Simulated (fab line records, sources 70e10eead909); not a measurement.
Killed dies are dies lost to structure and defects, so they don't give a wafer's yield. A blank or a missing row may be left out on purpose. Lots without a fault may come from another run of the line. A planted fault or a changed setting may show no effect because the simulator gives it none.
A struck lot beside a sound one | flow nand_harc | 14 steps out of a route of 1159
Sound: wafers L422.1, L422.3, L422.6. Struck: wafers L415.3, L415.4, L415.5. The cause comes at the end.
At each step with rows: each side's tool, then ch and its chambers, then its first start. Under that, the readings that differ: sound wafers | struck wafers | difference of the means | sigmas: that difference in standard deviations of wafers without a fault.
alike: readings whose means differ by less than 2 such deviations, and words and numbers that are the same on both sides. not compared: withheld readings, readings that some wafer has no value for, bounds like >300 that may hide the same value, and numbers for which the record gives no deviation and whose values overlap.
The two part at a step that has a row with sigmas, a row that says differs or no value, or rows on one side only. Numbers that don't overlap but have no deviation are shown without sigmas and don't part them. A reading that every wafer of one side lacks parts them only if that side has two wafers or more.

first, 2 steps without rows for these wafers: NHARC_P_BONDPAD_PRECLEAN_30 (cleans in DIW, time 300 s); NHARC_P_BONDPAD_SRD_31 (time 30 s, dry time 20 s).
NHARC_A_START_INSPECT_01:
  sound on defect_inspect-01, day 11 06:01; struck on defect_inspect-01, day 9 14:31
  alike: raw_defect_count
then, 9 steps without rows for these wafers: NHARC_A_ZERO_WELL_PRECLEAN_00 (cleans in SPM, time 600 s); NHARC_A_ZERO_WELL_SRD_01; NHARC_A_ZERO_WELL_DEHYDRATE_02 (time 120 s); NHARC_A_ZERO_WELL_HMDS_03 (time 30 s); NHARC_A_ZERO_WELL_COAT_18 (time 65 s); NHARC_A_ZERO_WELL_COAT_04 (resist thk 600 nm); NHARC_A_ZERO_WELL_SOFTBAKE_05 (time 70 s); NHARC_A_ZERO_WELL_EBR_06; NHARC_A_ZERO_WELL_EXPOSE_07 (exposes mask A ZERO).
NHARC_A_ZERO_WELL_PEB_08: peb time 80 s.
  sound on litho_track-05 ch 0, day 11 06:39; struck on litho_track-05, day 9 15:17
  no value came back on the struck wafers for chill_plate_temp_C (C), exhaust_pa (Pa); on the sound wafers chill_plate_temp_C (C) reads 22.97 22.95 23.17
then, 1 step without rows for these wafers: NHARC_A_ZERO_WELL_DEVELOP_09 (time 50 s).

WHERE THEY PART
Only at NHARC_A_ZERO_WELL_PEB_08, within this record.

WHY: what the simulator had put in
Skipped step whole: litho_track-05, from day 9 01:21 on, at NHARC_A_ZERO_WELL_PEB_08. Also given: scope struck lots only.
